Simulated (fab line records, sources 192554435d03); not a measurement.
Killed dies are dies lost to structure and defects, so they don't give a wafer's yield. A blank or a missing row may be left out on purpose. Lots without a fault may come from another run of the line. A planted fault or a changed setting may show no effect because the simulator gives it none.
Split-lot experiment | flow n5_finfet | 7 lots, 21 wafers read, on a route of 1938 steps

THE SPLIT
At N5_BEOL_M10_COAT_60 (time 60 s, resist thk 30 nm), the setting spin_rpm was moved away from the recipe's 1500 rpm on 6 of the 21 wafers read, by -9.3% to +10.8%. The other wafers ran this setting at the recipe's value.

FROM THE SPLIT TO THE READING: what the file shows between them, 5 steps
- N5_BEOL_M10_EXPOSE_08: exposes mask M10 (also split here: dose_mj)
- N5_BEOL_M10_PEB_09: peb time 60 s
- N5_BEOL_M10_DEVELOP_10: develop time 30 s
- N5_BEOL_M10_CD_MEAS_11: target cd 64.1 nm
- N5_BEOL_M10_DESCUM_16: chemistry O2, time 7.9 s

THE READING
CAR-ArF_of_BEOL_M10_COAT_05.thk_nm (the simulator's own value, which no gauge read), in nm, at N5_BEOL_M10_ETCH_61 (etches SiARC in CF4, target depth 39 nm, time 65 s). The file gives no usual value for it. The 15 wafers here that ran the recipe average 55.4 nm, standard deviation 0.24 nm.

wafer  | tool, chamber at the split | spin_rpm as run, rpm | against the recipe | CAR-ArF_of_BEOL_M10_COAT_05.thk_nm, nm | against lot-mates on the recipe
L077.1 | litho_track-02, 0          | 1500                 | recipe             | 55.8                                   | -
L077.2 | litho_track-02, 0          | 1361                 | -9.3%              | 54.4                                   | -1.4
L077.4 | litho_track-02, 0          | 1361                 | -9.3%              | 54.6                                   | -1.2
L078.2 | litho_track-03, 0          | 1500                 | recipe             | 55.4                                   | -
L078.4 | litho_track-03, 0          | 1500                 | recipe             | 55.6                                   | -
L078.5 | litho_track-03, 0          | 1500                 | recipe             | 55.4                                   | -
L080.1 | litho_track-03, 0          | 1377                 | -8.2%              | 53.8                                   | -1.2
L080.2 | litho_track-03, 0          | 1500                 | recipe             | 54.8                                   | -
L080.5 | litho_track-03, 0          | 1500                 | recipe             | 55.2                                   | -
L096.3 | litho_track-03, 0          | 1500                 | recipe             | 55.4                                   | -
L096.4 | litho_track-03, 0          | 1500                 | recipe             | 55.2                                   | -
L096.6 | litho_track-03, 0          | 1500                 | recipe             | 55.4                                   | -
L090.2 | litho_track-03, 0          | 1644                 | +9.6%              | 56.8                                   | +1.2
L090.3 | litho_track-03, 0          | 1500                 | recipe             | 55.6                                   | -
L090.5 | litho_track-03, 0          | 1644                 | +9.6%              | 56.6                                   | +1.0
L097.1 | litho_track-02, 0          | 1662                 | +10.8%             | 56.8                                   | +1.5
L097.2 | litho_track-02, 0          | 1500                 | recipe             | 55.2                                   | -
L097.5 | litho_track-02, 0          | 1500                 | recipe             | 55.4                                   | -
L092.3 | litho_track-02, 0          | 1500                 | recipe             | 55.8                                   | -
L092.4 | litho_track-02, 0          | 1500                 | recipe             | 55.4                                   | -
L092.6 | litho_track-02, 0          | 1500                 | recipe             | 55.4                                   | -

THE FIT
A straight line over all 21 wafers: CAR-ArF_of_BEOL_M10_COAT_05.thk_nm changes by +0.129 nm for each +1% of spin_rpm; r = +0.93; the points scatter about the line by 0.27 nm.
The same after taking each lot's own level away (the mean of its wafers on the recipe; 21 wafers): +0.132 nm for each +1%; r = +0.98; scatter 0.14 nm.
On that fit, the largest move of spin_rpm shifts the reading by 1.4 nm.
The lots' own levels span 55.00 to 55.80 nm, that is 3.3 times the standard deviation above.
So the lot-to-lot level changes the slope little: the two slopes agree.
Check: with one of the wafers moved furthest among these (+10.8%) left out of the fit, the line predicts +1.37 nm for it against its lot-mates. It came out at +1.5 nm against them.

OTHER SPLITS ON THESE WAFERS
These wafers also went through other splits before the reading. Each is held against what the fit with the lots' levels taken away leaves over:
other split on the same wafers | wafers away from the commonest value | r with CAR-ArF_of_BEOL_M10_COAT_05.thk_nm (lot level and that fit taken away)
N5_BEOL_M9_ILD_DEP_00 time_s   | 7                                    | -0.34
N5_BEOL_M10_EXPOSE_08 dose_mj  | 5                                    | -0.05

THE WHOLE CHAIN: every reading that the file lists as answering this split, in the file's order
step                | what it does                                       | reading                                                                             | change (the file's fit)               | r (the file's)
N5_BEOL_M10_COAT_60 | time 60 s, resist thk 30 nm                        | SiARC_of_BEOL_M10_COAT_60.thk_nm (the simulator's own value, which no gauge read)   | -0.145 nm for each +1% of the setting | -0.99
N5_BEOL_M10_ETCH_61 | etches SiARC in CF4, target depth 39 nm, time 65 s | etch.depth_nm (the simulator's own value, which no gauge read)                      | -0.148 nm for each +1% of the setting | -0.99
N5_BEOL_M10_ETCH_61 | etches SiARC in CF4, target depth 39 nm, time 65 s | CAR-ArF_of_BEOL_M10_COAT_05.thk_nm (the simulator's own value, which no gauge read) | +0.134 nm for each +1% of the setting | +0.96

THE FILE'S OWN FIT
CAR-ArF_of_BEOL_M10_COAT_05.thk_nm changes by +0.134 nm for each +1% of spin_rpm, r = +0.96.
